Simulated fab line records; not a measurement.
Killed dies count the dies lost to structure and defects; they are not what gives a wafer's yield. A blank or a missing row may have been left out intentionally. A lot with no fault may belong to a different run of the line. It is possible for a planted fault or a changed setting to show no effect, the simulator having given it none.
Matching of chambers :: flow nand_harc :: NHARC_A_STAIRCASE_DESCUM_443 on rie_diel-05: 4 sister chambers
The step chemistry O2, time 3 s. 8 wafers are shown with their chamber, then 10 later ones without.

## EACH WAFER AND ITS CHAMBER
wafer: L080.6
chamber: 1
showerhead_plenum_p_Torr (Torr): 2.05
drypump_motor_current_A (A): 5.0

wafer: L081.2
chamber: 1
showerhead_plenum_p_Torr (Torr): 2.05
drypump_motor_current_A (A): 4.9

wafer: L081.5
chamber: 3
showerhead_plenum_p_Torr (Torr): 1.78
drypump_motor_current_A (A): 6.4

wafer: L086.1
chamber: 2
showerhead_plenum_p_Torr (Torr): 1.76
drypump_motor_current_A (A): 6.3

wafer: L086.5
chamber: 0
showerhead_plenum_p_Torr (Torr): 2.06
drypump_motor_current_A (A): 5.4

wafer: L086.6
chamber: 3
showerhead_plenum_p_Torr (Torr): 1.77
drypump_motor_current_A (A): 6.4

wafer: L088.1
chamber: 2
showerhead_plenum_p_Torr (Torr): 1.76
drypump_motor_current_A (A): 6.4

wafer: L088.2
chamber: 0
showerhead_plenum_p_Torr (Torr): 2.06
drypump_motor_current_A (A): 5.4

## WAFERS WITHOUT THEIR CHAMBER
wafer: L088.4
showerhead_plenum_p_Torr (Torr): 2.04
drypump_motor_current_A (A): 4.9

wafer: L090.2
showerhead_plenum_p_Torr (Torr): 2.04
drypump_motor_current_A (A): 5.0

wafer: L090.3
showerhead_plenum_p_Torr (Torr): 2.05
drypump_motor_current_A (A): 5.4

wafer: L090.5
showerhead_plenum_p_Torr (Torr): 2.05
drypump_motor_current_A (A): 5.4

wafer: L093.2
showerhead_plenum_p_Torr (Torr): 2.07
drypump_motor_current_A (A): 6.4

wafer: L093.4
showerhead_plenum_p_Torr (Torr): 2.04
drypump_motor_current_A (A): 4.9

wafer: L093.6
showerhead_plenum_p_Torr (Torr): 2.05
drypump_motor_current_A (A): 5.4

wafer: L095.1
showerhead_plenum_p_Torr (Torr): 2.07
drypump_motor_current_A (A): 6.4

wafer: L095.2
showerhead_plenum_p_Torr (Torr): 2.03
drypump_motor_current_A (A): 4.9

wafer: L095.5
showerhead_plenum_p_Torr (Torr): 2.03
drypump_motor_current_A (A): 4.9

## THE CHAMBER EACH PASSED THROUGH
wafer: L088.4
from the rows above: 1
in truth: 1

wafer: L090.2
from the rows above: 1
in truth: 1

wafer: L090.3
from the rows above: 0
in truth: 0

wafer: L090.5
from the rows above: 0
in truth: 0

wafer: L093.2
from the rows above: 0
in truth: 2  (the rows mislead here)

wafer: L093.4
from the rows above: 1
in truth: 1

wafer: L093.6
from the rows above: 0
in truth: 0

wafer: L095.1
from the rows above: 0
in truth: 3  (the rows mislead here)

wafer: L095.2
from the rows above: 1
in truth: 1

wafer: L095.5
from the rows above: 1
in truth: 1
Correct placement for 8 of the 10. Left unplaced by these rows: 0. 2 placed wrongly.
How it was worked out, from the rows above alone: a wafer's distance from a chamber is the root of the sum, over the readings, of the square of ((its reading less the chamber's mean) divided by the reading's scatter). The wafer belongs to the nearest chamber; if the next one is less than 2 further off, it can't be placed. A chamber's mean is the mean of its shown wafers. The scatter is the square root of a quotient: the sum, over the shown wafers, of each reading's squared deviation from its chamber's mean, divided by wafers minus chambers.
